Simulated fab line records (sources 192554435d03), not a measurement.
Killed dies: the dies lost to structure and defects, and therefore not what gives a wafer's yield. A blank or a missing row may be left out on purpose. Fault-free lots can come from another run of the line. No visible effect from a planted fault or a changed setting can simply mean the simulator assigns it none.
The tool behind it: which one? || flow n5-finfet || 12 lots with 36 wafers sampled at 4 steps, on a route of 1938 steps

WHAT EACH GAUGE READ, for each wafer
N5_BEOL_M3_OCD_MEAS_38.
{"lot": "L075", "measured": "day 8 13:35", "on": "ocd-02", "trench-depth-nm (nm)": "55.3 54.9 55.3"}
{"lot": "L077", "measured": "day 9 01:53", "on": "ocd-02", "trench-depth-nm (nm)": "55.0 54.2 53.6"}
{"lot": "L080", "measured": "day 9 11:44", "on": "ocd-02", "trench-depth-nm (nm)": "54.9 55.8 55.4"}
{"lot": "L081", "measured": "day 9 15:41", "on": "ocd-01", "trench-depth-nm (nm)": "54.7 54.3 54.3"}
{"lot": "L083", "measured": "day 10 11:19", "on": "ocd-02", "trench-depth-nm (nm)": "54.3 55.0 54.6"}
{"lot": "L087", "measured": "day 11 08:07", "on": "ocd-01", "trench-depth-nm (nm)": "56.8 55.9 56.5"}
{"lot": "L086", "measured": "day 11 11:38", "on": "ocd-02", "trench-depth-nm (nm)": "56.9 56.7 55.6"}
{"lot": "L088", "measured": "day 11 23:32", "on": "ocd-01", "trench-depth-nm (nm)": "56.5 56.4 54.8"}
{"lot": "L091", "measured": "day 12 10:41", "on": "ocd-01", "trench-depth-nm (nm)": "56.1 54.1 54.2"}
{"lot": "L093", "measured": "day 12 23:08", "on": "ocd-01", "trench-depth-nm (nm)": "54.8 55.2 55.8"}
{"lot": "L095", "measured": "day 13 05:04", "on": "ocd-02", "trench-depth-nm (nm)": "56.0 54.0 56.0"}
{"lot": "L097", "measured": "day 13 16:49", "on": "ocd-01", "trench-depth-nm (nm)": "54.0 54.5 56.8"}

WHICH TOOL RAN EACH LOT (tool, then ch and the chambers of the sampled wafers, then the start)
{"lot": "L075", "N5_BEOL_M2_ANNEAL_95": "pvd-sputter-03, day 8 03:26", "N5_BEOL_M2_DEP_57": "pecvd-02 ch 1,2, day 8 04:50", "N5_BEOL_M3_STRIP_97": "rie-diel-01 ch 1,3, day 8 13:35 or earlier"}
{"lot": "L077", "N5_BEOL_M2_ANNEAL_95": "pvd-sputter-03, day 8 06:35", "N5_BEOL_M2_DEP_57": "pecvd-04 ch 0,1, day 8 07:43", "N5_BEOL_M3_STRIP_97": "rie-diel-05 ch 0,1,2, day 9 01:53 or earlier"}
{"lot": "L080", "N5_BEOL_M2_ANNEAL_95": "pvd-sputter-03, day 8 15:30", "N5_BEOL_M2_DEP_57": "pecvd-02 ch 0,1,2, day 8 16:37", "N5_BEOL_M3_STRIP_97": "rie-diel-01 ch 0,3, day 9 11:44 or earlier"}
{"lot": "L081", "N5_BEOL_M2_ANNEAL_95": "pvd-sputter-01, day 8 21:09", "N5_BEOL_M2_DEP_57": "pecvd-04 ch 1,2, day 8 22:18", "N5_BEOL_M3_STRIP_97": "rie-diel-02 ch 0,2, day 9 15:41 or earlier"}
{"lot": "L083", "N5_BEOL_M2_ANNEAL_95": "pvd-sputter-02, day 10 02:48", "N5_BEOL_M2_DEP_57": "pecvd-02 ch 0,1, day 10 04:05", "N5_BEOL_M3_STRIP_97": "rie-diel-05 ch 0,1,3, day 10 11:19 or earlier"}
{"lot": "L087", "N5_BEOL_M2_ANNEAL_95": "pvd-sputter-03, day 10 21:37", "N5_BEOL_M2_DEP_57": "pecvd-03 ch 0,2, day 10 22:46", "N5_BEOL_M3_STRIP_97": "rie-diel-02 ch 1,3, day 11 08:07 or earlier"}
{"lot": "L086", "N5_BEOL_M2_ANNEAL_95": "pvd-sputter-01, day 10 21:53", "N5_BEOL_M2_DEP_57": "pecvd-04 ch 0,2, day 10 23:10", "N5_BEOL_M3_STRIP_97": "rie-diel-02 ch 1,3, day 11 11:38 or earlier"}
{"lot": "L088", "N5_BEOL_M2_ANNEAL_95": "pvd-sputter-02, day 11 14:41", "N5_BEOL_M2_DEP_57": "pecvd-04 ch 0,1, day 11 15:48", "N5_BEOL_M3_STRIP_97": "rie-diel-02 ch 0,3, day 11 23:32 or earlier"}
{"lot": "L091", "N5_BEOL_M2_ANNEAL_95": "pvd-sputter-03, day 11 21:22", "N5_BEOL_M2_DEP_57": "pecvd-03 ch 1,2, day 11 22:31", "N5_BEOL_M3_STRIP_97": "rie-diel-02 ch 0,2,3, day 12 10:41 or earlier"}
{"lot": "L093", "N5_BEOL_M2_ANNEAL_95": "pvd-sputter-03, day 12 03:58", "N5_BEOL_M2_DEP_57": "pecvd-04 ch 0,2, day 12 05:26", "N5_BEOL_M3_STRIP_97": "rie-diel-02 ch 1,2,3, day 12 23:08 or earlier"}
{"lot": "L095", "N5_BEOL_M2_ANNEAL_95": "pvd-sputter-02, day 12 13:50", "N5_BEOL_M2_DEP_57": "pecvd-02 ch 0,1,2, day 12 15:14", "N5_BEOL_M3_STRIP_97": "rie-diel-05 ch 1,2,3, day 13 05:04 or earlier"}
{"lot": "L097", "N5_BEOL_M2_ANNEAL_95": "pvd-sputter-03, day 13 10:24", "N5_BEOL_M2_DEP_57": "pecvd-03 ch 0,1, day 13 11:35", "N5_BEOL_M3_STRIP_97": "rie-diel-02 ch 0,1,2, day 13 16:49 or earlier"}
- N5_BEOL_M2_ANNEAL_95: time 240 s.
- N5_BEOL_M2_DEP_57: deposits SiCN from 3MS/NH3, target thk 8 nm, time 14 s.
- N5_BEOL_M3_STRIP_97: strips in N2/H2, time 10 s.

THE ANSWER, worked out from the rows above alone
Rule: the usual values come from the lots themselves. The widest of any qualifying gaps counts: lots, ordered by their means at a reading, are off when they make up no more than a third of the lots, leave a main group of 4 or more, and stand apart from it by 3 or more times the standard deviation of that group's means. If all means in a main group match to the digits the tables above print for the reading, that group is not used. A lot without any number at a reading at which 4 lots or more have one is off too. The other lots that the step has rows for count as sound.
Across all readings shown, no lot is off: no conclusion can be drawn from this.

WHAT THE SIMULATOR HAD INSERTED
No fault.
